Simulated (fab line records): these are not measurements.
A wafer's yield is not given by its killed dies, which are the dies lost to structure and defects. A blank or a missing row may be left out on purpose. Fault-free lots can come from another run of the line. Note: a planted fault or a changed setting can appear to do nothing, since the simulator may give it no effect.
Split-lot trial + flow n5_finfet + 7 lots, 39 wafers read, on a route of 1938 steps

THE SPLIT ITSELF
At N5_BEOL_M0_SAQP_MANDREL_ETCH_20 (etches a-Si in HBr/Cl2, stops on SiNx, target depth 60 nm, bt time 10 s, time 30 s), the setting target_depth_a was moved away from the recipe's 600 angstrom on 12 of the 39 wafers read, by -35.0% to +49.0%. The other wafers ran this setting at the recipe's value.

Reading taken at the split's own step.

THE READING
oes_product_au, in a.u., at N5_BEOL_M0_SAQP_MANDREL_ETCH_20 (etches a-Si in HBr/Cl2, stops on SiNx, target depth 60 nm, bt time 10 s, time 30 s). On this fab line, fault-free wafers typically give 0.773 a.u. with a standard deviation of 0.012 a.u.

| wafer  | tool, chamber at the split | target_depth_a as run, angstrom | against the recipe | oes_product_au, a.u. | against lot-mates on the recipe |
|--------|----------------------------|---------------------------------|--------------------|----------------------|---------------------------------|
| L079.1 | rie_si-01, 0               | 600                             | recipe             | 0.767                | -                               |
| L079.2 | rie_si-01, 1               | 600                             | recipe             | 0.779                | -                               |
| L079.3 | rie_si-01, 2               | 600                             | recipe             | 0.766                | -                               |
| L079.4 | rie_si-01, 3               | 600                             | recipe             | 0.776                | -                               |
| L079.5 | rie_si-01, 2               | 600                             | recipe             | 0.774                | -                               |
| L079.6 | rie_si-01, 1               | 600                             | recipe             | 0.782                | -                               |
| L080.1 | rie_si-04, 2               | 390.3                           | -35.0%             | 0.972                | +0.200                          |
| L080.2 | rie_si-04, 3               | 600                             | recipe             | 0.754                | -                               |
| L080.3 | rie_si-04, 1               | 600                             | recipe             | 0.783                | -                               |
| L080.4 | rie_si-04, 0               | 390.3                           | -35.0%             | 0.996                | +0.224                          |
| L080.5 | rie_si-04, 3               | 390.3                           | -35.0%             | 0.963                | +0.191                          |
| L080.6 | rie_si-04, 0               | 600                             | recipe             | 0.778                | -                               |
| L087.2 | rie_si-03, 1               | 600                             | recipe             | 0.770                | -                               |
| L087.3 | rie_si-03, 2               | 600                             | recipe             | 0.778                | -                               |
| L087.5 | rie_si-03, 1               | 600                             | recipe             | 0.776                | -                               |
| L089.1 | rie_si-04, 0               | 893.8                           | +49.0%             | 0.622                | -0.163                          |
| L089.2 | rie_si-04, 3               | 893.8                           | +49.0%             | 0.617                | -0.168                          |
| L089.3 | rie_si-04, 2               | 600                             | recipe             | 0.776                | -                               |
| L089.4 | rie_si-04, 1               | 600                             | recipe             | 0.804                | -                               |
| L089.5 | rie_si-04, 2               | 600                             | recipe             | 0.775                | -                               |
| L089.6 | rie_si-04, 1               | 893.8                           | +49.0%             | 0.648                | -0.137                          |
| L092.1 | rie_si-01, 3               | 600                             | recipe             | 0.771                | -                               |
| L092.2 | rie_si-01, 0               | 600                             | recipe             | 0.769                | -                               |
| L092.3 | rie_si-01, 2               | 600                             | recipe             | 0.769                | -                               |
| L092.4 | rie_si-01, 1               | 600                             | recipe             | 0.794                | -                               |
| L092.5 | rie_si-01, 3               | 600                             | recipe             | 0.781                | -                               |
| L092.6 | rie_si-01, 0               | 600                             | recipe             | 0.786                | -                               |
| L096.1 | rie_si-04, 0               | 600                             | recipe             | 0.775                | -                               |
| L096.2 | rie_si-04, 1               | 600                             | recipe             | 0.782                | -                               |
| L096.3 | rie_si-04, 3               | 392                             | -34.7%             | 0.960                | +0.187                          |
| L096.4 | rie_si-04, 2               | 600                             | recipe             | 0.761                | -                               |
| L096.5 | rie_si-04, 0               | 392                             | -34.7%             | 0.987                | +0.214                          |
| L096.6 | rie_si-04, 1               | 392                             | -34.7%             | 1.008                | +0.235                          |
| L097.1 | rie_si-01, 0               | 600                             | recipe             | 0.760                | -                               |
| L097.2 | rie_si-01, 1               | 496.2                           | -17.3%             | 0.862                | +0.096                          |
| L097.3 | rie_si-01, 2               | 496.2                           | -17.3%             | 0.842                | +0.076                          |
| L097.4 | rie_si-01, 3               | 496.2                           | -17.3%             | 0.863                | +0.097                          |
| L097.5 | rie_si-01, 3               | 600                             | recipe             | 0.771                | -                               |
| L097.6 | rie_si-01, 2               | 600                             | recipe             | 0.768                | -                               |

FIT RESULTS
A straight line over all 39 wafers: oes_product_au changes by -0.00437 a.u. for each +1% of target_depth_a; r = -0.95; the points scatter about the line by 0.028 a.u.
The same after taking each lot's own level away (the mean of its wafers on the recipe; 39 wafers): -0.00453 a.u. for each +1%; r = -0.96; scatter 0.027 a.u.
Per that fit: largest target_depth_a move, reading shift of 0.22 a.u.
Across the lots, their own levels run from 0.7663 to 0.7850 a.u., a range of 1.6 times the standard deviation given above.
The two slopes are in agreement: the lot-to-lot level therefore moves the slope only a little.
Check: with one of the wafers moved furthest among these (+49.0%) left out of the fit, the line predicts -0.22 a.u. for it against its lot-mates. It came out at -0.163 a.u. against them.
Tool readings at the split's step, against how far the setting was moved: oes_product_au r = -0.95.

OTHER SPLITS ON THESE WAFERS
Before the reading, these wafers also passed through other splits. Each is held against what the fit with the lots' levels taken away leaves over:
| other split on the same wafers           | wafers away from the commonest value | r with oes_product_au (lot level and that fit taken away) |
|------------------------------------------|--------------------------------------|-----------------------------------------------------------|
| N5_PMOS_HMC_CHANNEL_EPI_HM_DEP_34 time_s | 15                                   | +0.17                                                     |
| N5_STI_FIN_REVEAL_ALD_00 target_thk_a    | 18                                   | +0.26                                                     |

THE WHOLE CHAIN: every reading that the file lists as answering this split, in the file's order
| step                            | what it does                                                                       | reading                                                                               | change (the file's fit)                   | r (the file's) |
|---------------------------------|------------------------------------------------------------------------------------|---------------------------------------------------------------------------------------|-------------------------------------------|----------------|
| N5_BEOL_M0_SAQP_MANDREL_ETCH_20 | etches a-Si in HBr/Cl2, stops on SiNx, target depth 60 nm, bt time 10 s, time 30 s | oes_product_au                                                                        | -0.00463 a.u. for each +1% of the setting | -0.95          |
| N5_BEOL_M0_SAQP_MANDREL_ETCH_20 | etches a-Si in HBr/Cl2, stops on SiNx, target depth 60 nm, bt time 10 s, time 30 s | SOC_of_BEOL_M0_SAQP_COAT_81.thk_nm (the simulator's own value, which no gauge read)   | -0.246 nm for each +1% of the setting     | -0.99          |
| N5_BEOL_M0_SAQP_MANDREL_ETCH_20 | etches a-Si in HBr/Cl2, stops on SiNx, target depth 60 nm, bt time 10 s, time 30 s | SiNx_of_BEOL_M0_SAQP_PECVD_97.thk_nm (the simulator's own value, which no gauge read) | -0.0841 nm for each +1% of the setting    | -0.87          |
| N5_BEOL_M0_SAQP_STRIP_115       | strips in post etch residue remover, time 60 s                                     | SiNx_of_BEOL_M0_SAQP_PECVD_97.thk_nm (the simulator's own value, which no gauge read) | -0.085 nm for each +1% of the setting     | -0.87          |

FILE'S OWN FIT
oes_product_au changes by -0.00463 a.u. for each +1% of target_depth_a, r = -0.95.
